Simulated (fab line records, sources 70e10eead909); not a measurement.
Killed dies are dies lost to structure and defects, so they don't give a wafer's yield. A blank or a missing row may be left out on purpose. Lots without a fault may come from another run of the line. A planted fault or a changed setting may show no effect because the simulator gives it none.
Chamber matching | flow nand_harc | NHARC_A_STAIRCASE_DEP_151 on pecvd-02: 3 sister chambers
The step deposits SiO2, target thk 7200 nm. 16 wafers are shown with their chamber, then 8 later ones without.

WAFERS WITH THEIR CHAMBER
wafer  | chamber | heater_power_outer_w (W) | heater_power_w (W)
L077.2 | 0       | 412                      | 700
L077.3 | 1       | 455                      | 709
L077.6 | 0       | 357                      | 620
L079.1 | 0       | 380                      | 634
L079.2 | 2       | 304                      | 537
L079.6 | 0       | 349                      | 624
L080.2 | 1       | 364                      | 621
L080.3 | 2       | 272                      | 487
L080.4 | 0       | 356                      | 609
L084.1 | 0       | 390                      | 675
L084.3 | 2       | 303                      | 552
L084.5 | 2       | 252                      | 471
L088.3 | 0       | 461                      | 780
L088.4 | 2       | 253                      | 468
L088.6 | 0       | 355                      | 615
L087.1 | 1       | 368                      | 602

SIGNATURES (means of the wafers above)
reading              | chamber 0 | chamber 1 | chamber 2 | scatter within a chamber
heater_power_outer_w | 382.50    | 395.67    | 276.80    | 37.5
heater_power_w       | 657.12    | 644.00    | 503.00    | 53.3
Rule: a wafer's distance from a chamber is the root of the sum, over the readings, of the square of ((its reading less the chamber's mean) divided by the reading's scatter). The wafer belongs to the nearest chamber; if the next one is less than 2 further off, it can't be placed. The scatter: the root of (the sum of the squares of (reading less its chamber's mean) over the shown wafers, divided by (wafers less chambers)).

WAFERS WITHOUT THEIR CHAMBER
wafer  | heater_power_outer_w (W) | heater_power_w (W)
L087.2 | 316                      | 547
L087.6 | 369                      | 583
L090.2 | 321                      | 561
L090.5 | 253                      | 479
L090.6 | 356                      | 600
L097.1 | 452                      | 697
L097.2 | 283                      | 515
L097.3 | 395                      | 660

WHICH CHAMBER EACH WENT THROUGH
wafer  | from the rows above          | in truth
L087.2 | can't be placed: 2 or 0 or 1 | 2
L087.6 | can't be placed: 1 or 0 or 2 | 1
L090.2 | can't be placed: 2 or 0 or 1 | 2
L090.5 | 2                            | 2
L090.6 | can't be placed: 0 or 1 or 2 | 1
L097.1 | can't be placed: 1 or 0      | 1
L097.2 | 2                            | 2
L097.3 | can't be placed: 1 or 0      | 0
Placed correctly: 2 of 8. Can't be placed from these rows: 6 (the true chamber is among the candidates in 6). Placed wrongly: 0.
